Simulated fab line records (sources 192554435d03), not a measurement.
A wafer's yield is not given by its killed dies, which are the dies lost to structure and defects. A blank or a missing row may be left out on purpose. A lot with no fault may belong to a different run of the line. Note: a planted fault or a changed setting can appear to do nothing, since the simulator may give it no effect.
The same fault as seen by 3 desks | flow n5Finfet | numbers are kept per desk, each desk with only its own; the story behind them comes last

FOR THE TOOL OWNER'S DESK: rieDiel-03
The tool's own readings at N5_BEOL_M10_ETCH_41 (etches SiCN in CH3F/O2, target depth 42.6 nm, time 86 s): means of the sampled wafers that have a number, for each lot that ran on this tool. A lot is out of limits, marked OUT, if its mean lies more than 4 standard deviations from the usual mean; the brackets give that distance.
Columns: A = CH3F_flow_sccm at N5_BEOL_M10_ETCH_41, usual 29.99 sccm; B = drypumpMotorCurrentA at N5_BEOL_M10_ETCH_41, usual 5.61 A; C = oesProductAu at N5_BEOL_M10_ETCH_41, usual 0.80 a.u.; D = rfVppV at N5_BEOL_M10_ETCH_41, usual 296.8 V; E = showerheadPlenumPTorr at N5_BEOL_M10_ETCH_41, usual 1.97 Torr; F = throttleValvePct at N5_BEOL_M10_ETCH_41, usual 16.26 %
lot  | first seen here | A     | B    | C    | D     | E    | F
L338 | day 10 04:45    | 29.91 | 5.61 | 0.79 | 296.6 | 1.97 | 16.19
L348 | day 12 11:53    | 29.97 | 5.39 | 0.87 | 296.6 | 1.94 | 16.21
L346 | day 12 15:16    | 29.98 | 5.39 | 1.00 | 298.5 | 2.04 | 16.04
Result from this desk: across the 3 lots, nothing is out of limits.

METROLOGY DESK
What the gauges read, lot by lot, whatever tool the lot ran on: means of the sampled wafers that have a number. A lot is out of limits, marked OUT, if its mean lies more than 4 standard deviations from the usual mean; the brackets give that distance.
Columns: A = cdNm at N5_BEOL_M10_CD_MEAS_28, usual 70.4 nm; B = V9_OVL at N5_BEOL_M10_OVL_MEAS_29, usual -0.1 nm
lot  | first seen here | A    | B
L338 | day 10 04:17    | 71.3 | 0.4
L348 | day 12 11:04    | 70.7 | 0.6
L346 | day 12 14:50    | 70.1 | -0.6
L351 | day 13 13:48    | 71.1 | -0.3
L353 | day 14 04:56    | 70.9 | 0.1
L354 | day 14 10:29    | 70.4 | 0.2
Result from this desk: across the 6 lots, nothing is out of limits.

THE DEFECT DESK
Per lot, the means of the sampled wafers with a number show what the inspections along the route counted. A lot is out of limits, marked OUT, if its mean lies more than 4 standard deviations from the usual mean; the brackets give that distance.
Columns: A = rawDefectCount at N5_BEOL_M10_INSPECT_30, usual 447
lot  | first seen here | A
L338 | day 10 04:20    | 427
L348 | day 12 11:07    | 431
L346 | day 12 14:53    | 357
L351 | day 13 13:52    | 371
L353 | day 14 04:59    | 364
L354 | day 14 10:32    | 355
Result from this desk: across the 6 lots, nothing is out of limits.

ALL TOGETHER
The desk of the tool owner found nothing out of limits.
At the metrology desk, nothing out of limits was observed.
Nothing the defect desk looked at was out of limits.

WHAT THE SIMULATOR HAD PUT IN
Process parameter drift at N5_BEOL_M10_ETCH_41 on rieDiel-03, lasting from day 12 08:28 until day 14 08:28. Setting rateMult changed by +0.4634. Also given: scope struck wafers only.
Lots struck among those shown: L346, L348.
